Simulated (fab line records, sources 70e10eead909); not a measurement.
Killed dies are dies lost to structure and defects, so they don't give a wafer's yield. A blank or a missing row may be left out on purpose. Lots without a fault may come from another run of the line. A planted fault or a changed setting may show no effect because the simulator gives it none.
Which tool did it? | flow nand_harc | 13 lots, 39 wafers sampled, at 6 steps of a route of 1302

WHAT THE GAUGES READ, wafer by wafer
NHARC_A_ONON_D2_THK_MEAS_27: measures by ellipsometry. Usual: thk_nm 997 nm, standard deviation 11.
lot  | measured     | on            | thk_nm (nm)    | flag
L847 | day 13 21:32 | film_metro-02 | 993 994 993    |
L848 | day 14 12:00 | film_metro-01 | 985 985 986    |
L849 | day 14 12:17 | film_metro-01 | 992 994 992    |
L850 | day 15 10:02 | film_metro-01 | 1007 1006 1006 |
L852 | day 15 22:21 | film_metro-01 | 984 985 986    |
L853 | day 16 10:42 | film_metro-02 | 997 993 996    |
L855 | day 17 04:28 | film_metro-02 | 1170 1169 1169 | OFF
L857 | day 17 19:44 | film_metro-01 | 1170 1171 1170 | OFF
L860 | day 18 19:13 | film_metro-01 | 1008 1007 1008 |
L863 | day 20 14:29 | film_metro-02 | 1003 1004 1005 |
L865 | day 21 12:47 | film_metro-01 | 1012 1013 1013 |
L867 | day 22 03:47 | film_metro-01 | 995 996 994    |
L868 | day 22 16:49 | film_metro-02 | 997 995 997    |

NHARC_A_ONON_D2_INSPECT_32. Usual: raw_defect_count 400, standard deviation 190.
lot  | measured     | on                | raw_defect_count | flag
L847 | day 13 22:39 | defect_inspect-02 | 339 309 343      |
L848 | day 14 13:05 | defect_inspect-01 | 411 349 422      |
L849 | day 14 13:23 | defect_inspect-01 | 324 311 364      |
L850 | day 15 11:10 | defect_inspect-01 | 1200 1278 1264   | OFF
L852 | day 15 23:27 | defect_inspect-02 | 344 299 361      |
L853 | day 16 11:48 | defect_inspect-01 | 536 574 448      |
L855 | day 17 05:41 | defect_inspect-01 | 308 342 300      |
L857 | day 17 20:50 | defect_inspect-01 | 671 304 300      |
L860 | day 18 20:19 | defect_inspect-01 | 461 747 383      |
L863 | day 20 15:35 | defect_inspect-01 | 440 279 248      |
L865 | day 21 14:17 | defect_inspect-02 | 586 510 444      |
L867 | day 22 04:55 | defect_inspect-02 | 399 222 339      |
L868 | day 22 17:57 | defect_inspect-01 | 422 580 480      |

NHARC_END_SORT_01. Usual: killed_at_array 55, standard deviation 22; killed_at_other 0.9, standard deviation 1.2; killed_at_periphery 3.6, standard deviation 2.3; killed_dies 60, standard deviation 22; killed_open 3.2, standard deviation 1.9; killed_short 2.5, standard deviation 1.6.
lot  | measured     | on        | killed_at_array | killed_at_other | killed_at_periphery | killed_dies | killed_open | killed_short | flag
L853 | day 27 15:58 | prober-01 | 57 47 47        | 1 3 0           | 5 3 1               | 63 53 48    | 4 3 5       | 3 4 3        |
L860 | day 30 08:52 | prober-02 | 66 81 71        | 1 0 0           | 8 7 7               | 75 88 78    | 3 2 2       | 2 0 3        |

WHICH TOOL RAN EACH LOT (tool, then ch and the chambers of the sampled wafers, then the start)
lot  | NHARC_A_CHANNEL_FILL_D1_ETCHBACK_08           | NHARC_A_DECK1_JOINT_CMP_13    | NHARC_A_ONON_D2_DEP_25
L847 | rie_diel-05 ch 0,1,2, day 12 08:23 or earlier | cmp-04 ch 0,1,3, day 12 08:23 | pecvd_onon-03 ch 0, day 13 21:05
L848 | rie_diel-05 ch 0,2,3, day 12 18:34 or earlier | cmp-03 ch 0,2,3, day 12 18:34 | pecvd_onon-02 ch 0, day 14 11:29
L849 | rie_diel-05 ch 0,1,3, day 12 18:29 or earlier | cmp-02 ch 1,2,3, day 12 18:29 | pecvd_onon-03 ch 0, day 14 11:50
L850 | rie_diel-04 ch 1,2, day 13 12:40 or earlier   | cmp-02 ch 1,2, day 13 12:40   | pecvd_onon-04 ch 0, day 15 09:38
L852 | rie_diel-05 ch 0,2,3, day 14 03:07 or earlier | cmp-04 ch 0,1,3, day 14 03:07 | pecvd_onon-02 ch 0, day 15 21:57
L853 | rie_diel-05 ch 1,2, day 15 00:31 or earlier   | cmp-04 ch 1,2,3, day 15 00:31 | pecvd_onon-03 ch 0, day 16 10:11
L855 | rie_diel-05 ch 0,1,3, day 15 14:53 or earlier | cmp-03 ch 1,2,3, day 15 14:53 | pecvd_onon-02 ch 0, day 17 04:00
L857 | rie_diel-04 ch 0,2,3, day 16 05:14 or earlier | cmp-03 ch 0,1,3, day 16 05:14 | pecvd_onon-02 ch 0, day 17 19:17
L860 | rie_diel-05 ch 1,2,3, day 17 08:19 or earlier | cmp-03 ch 0,3, day 17 08:19   | pecvd_onon-03 ch 0, day 18 18:49
L863 | rie_diel-04 ch 0,1,2, day 19 02:49 or earlier | cmp-04 ch 1,3, day 19 02:49   | pecvd_onon-02 ch 0, day 20 14:05
L865 | rie_diel-04 ch 0,2,3, day 19 21:39 or earlier | cmp-04 ch 0,2,3, day 19 21:39 | pecvd_onon-02 ch 0, day 21 12:17
L867 | rie_diel-04 ch 2,3, day 20 12:07 or earlier   | cmp-04 ch 0,1,3, day 20 12:07 | pecvd_onon-02 ch 0, day 22 03:17
L868 | rie_diel-06 ch 0,1,2, day 20 21:29 or earlier | cmp-04 ch 1,2,3, day 20 21:29 | pecvd_onon-03 ch 0, day 22 16:22
- NHARC_A_CHANNEL_FILL_D1_ETCHBACK_08: etches the open film in C4F8, target depth 220 nm, time 110 s.
- NHARC_A_DECK1_JOINT_CMP_13: polishes, target thk 51.023 nm.
- NHARC_A_ONON_D2_DEP_25: target thk 1000 nm.

WHAT THE TOOLS THEMSELVES READ (means of the sampled wafers that have a number; where no wafer has one, the mark that the record gives instead)
NHARC_A_CHANNEL_FILL_D1_ETCHBACK_08. Usual: oes_product_au 0.96 a.u., standard deviation 0.036; rf_vpp_V 440.7 V, standard deviation 2.5.
lot  | tool        | oes_product_au (a.u.) | rf_vpp_V (V) | flag
L847 | rie_diel-05 | 1.00                  | 441.0        |
L848 | rie_diel-05 | 0.96                  | 440.5        |
L849 | rie_diel-05 | 0.93                  | 439.3        |
L850 | rie_diel-04 | 1.03                  | 441.3        |
L852 | rie_diel-05 | 0.92                  | 439.8        |
L853 | rie_diel-05 | 0.98                  | 441.2        |
L855 | rie_diel-05 | 1.00                  | 439.4        |
L857 | rie_diel-04 | 0.92                  | 439.6        |
L860 | rie_diel-05 | 0.93                  | 439.7        |
L863 | rie_diel-04 | 0.94                  | 440.6        |
L865 | rie_diel-04 | 1.00                  | 439.8        |
L867 | rie_diel-04 | 1.00                  | 441.4        |
L868 | rie_diel-06 | 0.94                  | 441.6        |

NHARC_A_DECK1_JOINT_CMP_13. Usual: motor_current_A 12.0 A, standard deviation 1.2; time_to_endpoint_s 10 s, standard deviation 3.3.
lot  | tool   | motor_current_A (A) | time_to_endpoint_s (s) | flag
L847 | cmp-04 | 12.6                | 6                      |
L848 | cmp-03 | 11.2                | 12                     |
L849 | cmp-02 | 11.9                | 13                     |
L850 | cmp-02 | 12.9                | 12                     |
L852 | cmp-04 | 12.1                | 7                      |
L853 | cmp-04 | 12.9                | 9                      |
L855 | cmp-03 | 11.8                | 11                     |
L857 | cmp-03 | 10.8                | 11                     |
L860 | cmp-03 | 10.9                | 11                     |
L863 | cmp-04 | 12.4                | 7                      |
L865 | cmp-04 | 12.4                | 9                      |
L867 | cmp-04 | 11.9                | 9                      |
L868 | cmp-04 | 12.7                | 9                      |

THE ANSWER, worked out from the rows above alone
Rule: a lot is off if the mean of its wafers that have a number lies more than 3 standard deviations from the usual mean. A lot without any number at a reading at which 4 lots or more have one is off too. The other lots that the step has rows for count as sound. The gauges are gone through in route order, then the tools' own readings, and for those a lot's mean is taken as printed above. The first step at which some lot is off is used, and at that step the reading that is off furthest; a lot without a number counts as furthest.
Off: L855, L857, at NHARC_A_ONON_D2_THK_MEAS_27 (thk_nm).
A tool fits if, at a process step before that reading, it ran every lot that is off, and no sound lot after the first of them. The gauges at NHARC_A_ONON_D2_THK_MEAS_27 are tried like those tools. NHARC_A_CHANNEL_FILL_D1_ETCHBACK_08 gives no start for some lots, so the hours and the order of its lots are those of NHARC_A_DECK1_JOINT_CMP_13. None of those tried fits.

WHAT THE SIMULATOR HAD PUT IN
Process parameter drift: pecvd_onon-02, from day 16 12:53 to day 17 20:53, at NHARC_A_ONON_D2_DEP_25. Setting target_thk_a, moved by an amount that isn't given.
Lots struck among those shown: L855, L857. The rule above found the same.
